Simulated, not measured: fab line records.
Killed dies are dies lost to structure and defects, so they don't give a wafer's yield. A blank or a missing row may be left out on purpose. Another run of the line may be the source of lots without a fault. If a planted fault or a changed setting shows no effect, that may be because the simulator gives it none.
Split-lot trial + flow n5-finfet + on a route of 1938 steps: 7 lots, 21 wafers read

## SPLIT DETAILS
At N5_PASSIVATION_PECVD_55 (deposits SiO2 from SiH4/N2O, target thk 400 nm, time 22.5 s), the setting time-s was moved away from the recipe's 22.5 s on 7 of the 21 wafers read, by -10.9% to +11.3%. This setting was run at the recipe's value on the other wafers.

The split's own step is where the reading is taken.

## THE READING
SiO2_of_PASSIVATION_PECVD_55.thk-nm (the simulator's own value, which no gauge read), in nm, at N5_PASSIVATION_PECVD_55 (deposits SiO2 from SiH4/N2O, target thk 400 nm, time 22.5 s). The file does not state a usual value for it. Across the 14 wafers here that went through the recipe, the average is 401.3 nm and the standard deviation 5 nm.

| wafer  | tool, chamber at the split | time-s as run, s | against the recipe | SiO2_of_PASSIVATION_PECVD_55.thk-nm, nm | against lot-mates on the recipe |
|--------|----------------------------|------------------|--------------------|-----------------------------------------|---------------------------------|
| L075.1 | pecvd-03, 1                | 22.5             | recipe             | 397                                     | -                               |
| L075.5 | pecvd-03, 0                | 22.5             | recipe             | 401.6                                   | -                               |
| L075.6 | pecvd-03, 2                | 21.14            | -6.0%              | 377                                     | -22.3                           |
| L079.2 | pecvd-02, 1                | 20.4             | -9.3%              | 367.4                                   | -42.8                           |
| L079.4 | pecvd-02, 1                | 22.5             | recipe             | 409.8                                   | -                               |
| L079.6 | pecvd-02, 0                | 22.5             | recipe             | 410.6                                   | -                               |
| L078.3 | pecvd-02, 2                | 22.5             | recipe             | 398                                     | -                               |
| L078.5 | pecvd-02, 1                | 22.5             | recipe             | 407                                     | -                               |
| L078.6 | pecvd-02, 0                | 20.04            | -10.9%             | 359                                     | -43.5                           |
| L085.1 | pecvd-01, 2                | 23.54            | +4.6%              | 409.6                                   | +15.2                           |
| L085.2 | pecvd-01, 0                | 23.54            | +4.6%              | 409.2                                   | +14.8                           |
| L085.3 | pecvd-01, 1                | 22.5             | recipe             | 394.4                                   | -                               |
| L091.3 | pecvd-03, 1                | 22.5             | recipe             | 395                                     | -                               |
| L091.4 | pecvd-03, 2                | 22.5             | recipe             | 405                                     | -                               |
| L091.5 | pecvd-03, 1                | 22.5             | recipe             | 398.8                                   | -                               |
| L093.3 | pecvd-01, 1                | 25.04            | +11.3%             | 439.6                                   | +38.0                           |
| L093.4 | pecvd-01, 0                | 22.5             | recipe             | 401.6                                   | -                               |
| L093.5 | pecvd-01, 1                | 25.04            | +11.3%             | 446.6                                   | +45.0                           |
| L092.2 | pecvd-03, 1                | 22.5             | recipe             | 396.2                                   | -                               |
| L092.3 | pecvd-03, 2                | 22.5             | recipe             | 401.2                                   | -                               |
| L092.5 | pecvd-03, 1                | 22.5             | recipe             | 401.8                                   | -                               |

FIT RESULTS
A straight line over all 21 wafers: SiO2_of_PASSIVATION_PECVD_55.thk-nm changes by +3.61 nm for each +1% of time-s; r = +0.96; the points scatter about the line by 5.2 nm.
The same after taking each lot's own level away (the mean of its wafers on the recipe; 21 wafers): +3.86 nm for each +1%; r = +0.99; scatter 3.3 nm.
On that fit, the largest move of time-s shifts the reading by 44 nm.
Measured against the standard deviation above, the lots' own levels, which go from 394.40 to 410.20 nm, span 3.1 times it.
Consequently the slope shifts little with the lot-to-lot level, the two slopes agreeing.
Check: +44.6 nm against its lot-mates is what the line predicts for one of the wafers moved furthest among these (+11.3%) when that wafer is left out of the fit. It came out at +38 nm against them.

## OTHER SPLITS ON THESE WAFERS
Note: prior to the reading, these wafers also went through further splits. Each is held against what the fit with the lots' levels taken away leaves over:
| other split on the same wafers            | wafers away from the commonest value | r with SiO2_of_PASSIVATION_PECVD_55.thk-nm (lot level and that fit taken away) |
|-------------------------------------------|--------------------------------------|--------------------------------------------------------------------------------|
| N5_BEOL_M13_SPUTTER_43 time-s             | 3                                    | -0.11                                                                          |
| N5_BEOL_M13_SPUTTER_44 power-w            | 10                                   | +0.04                                                                          |
| N5_BEOL_M15_PEB_26 peb-temp-c             | 8                                    | -0.29                                                                          |
| N5_MIM_BOT_SPUTTER_00 chamber-pressure-pa | 18                                   | +0.12                                                                          |

## THE WHOLE CHAIN: every reading that the file lists as answering this split, in the file's order
| step                       | what it does                                                | reading                                                                              | change (the file's fit)              | r (the file's) |
|----------------------------|-------------------------------------------------------------|--------------------------------------------------------------------------------------|--------------------------------------|----------------|
| N5_PASSIVATION_PECVD_55    | deposits SiO2 from SiH4/N2O, target thk 400 nm, time 22.5 s | SiO2_of_PASSIVATION_PECVD_55.thk-nm (the simulator's own value, which no gauge read) | +3.95 nm for each +1% of the setting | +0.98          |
| N5_PASSIVATION_VIA_ETCH_13 | etches SiO2 in CHF3/O2, target depth 660 nm, time 330 s     | etch-rf-on-time-s                                                                    | withheld for each +1% of the setting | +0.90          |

## THE FILE'S OWN FIT
SiO2_of_PASSIVATION_PECVD_55.thk-nm changes by +3.95 nm for each +1% of time-s, r = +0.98.
